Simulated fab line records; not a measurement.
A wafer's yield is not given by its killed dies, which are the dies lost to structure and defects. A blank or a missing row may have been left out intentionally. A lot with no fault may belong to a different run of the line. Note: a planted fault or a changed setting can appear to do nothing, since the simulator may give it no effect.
Matching of chambers || flow nand_harc || NHARC_A_BLC_CMP_25 on cmp-02: 4 sister chambers
The step polishes, t overpolish 30 s, target thk 150 nm. 4 wafers are shown with their chamber, then 9 later ones without.

## WAFERS WITH THEIR CHAMBER
{"wafer": "L084.5", "chamber": 2, "motor_current_A (A)": 11.4}
{"wafer": "L089.2", "chamber": 3, "motor_current_A (A)": 12.9}
{"wafer": "L089.3", "chamber": 0, "motor_current_A (A)": 12.7}
{"wafer": "L089.5", "chamber": 1, "motor_current_A (A)": 12.5}

## WAFERS WITH NO CHAMBER GIVEN
{"wafer": "L087.2", "motor_current_A (A)": 11.8}
{"wafer": "L087.4", "motor_current_A (A)": 12.6}
{"wafer": "L087.6", "motor_current_A (A)": 11.7}
{"wafer": "L093.4", "motor_current_A (A)": 12.6}
{"wafer": "L093.5", "motor_current_A (A)": 12.1}
{"wafer": "L093.6", "motor_current_A (A)": 12.3}
{"wafer": "L095.1", "motor_current_A (A)": 13.0}
{"wafer": "L095.2", "motor_current_A (A)": 11.1}
{"wafer": "L095.6", "motor_current_A (A)": 12.1}

## EACH ONE'S CHAMBER
{"wafer": "L087.2", "from the rows above": "can't be placed: 2 or 1 or 0", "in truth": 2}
{"wafer": "L087.4", "from the rows above": "can't be placed: 0 or 1 or 3", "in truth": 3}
{"wafer": "L087.6", "from the rows above": "can't be placed: 2 or 1", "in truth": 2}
{"wafer": "L093.4", "from the rows above": "can't be placed: 0 or 1 or 3", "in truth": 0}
{"wafer": "L093.5", "from the rows above": "can't be placed: 1 or 0 or 2 or 3", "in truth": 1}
{"wafer": "L093.6", "from the rows above": "can't be placed: 1 or 0 or 3", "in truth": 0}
{"wafer": "L095.1", "from the rows above": "can't be placed: 3 or 0 or 1", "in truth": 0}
{"wafer": "L095.2", "from the rows above": 2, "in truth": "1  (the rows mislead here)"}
{"wafer": "L095.6", "from the rows above": "can't be placed: 1 or 0 or 2 or 3", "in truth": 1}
Correct placement for 0 of the 9. Can't be placed from these rows: 8 (the true chamber is among the candidates in 8). 1 placed wrongly.
How it was worked out, from the rows above alone: a wafer's distance from a chamber is the root of the sum, over the readings, of the square of ((its reading less the chamber's mean) divided by the reading's scatter). The wafer belongs to the nearest chamber; if the next one is less than 2 further off, it can't be placed. Each chamber's mean is taken over the wafers shown for it. The scatter (one wafer shown for each chamber): square how far every hidden wafer sits from the nearest shown wafer, average those squares and take the square root.
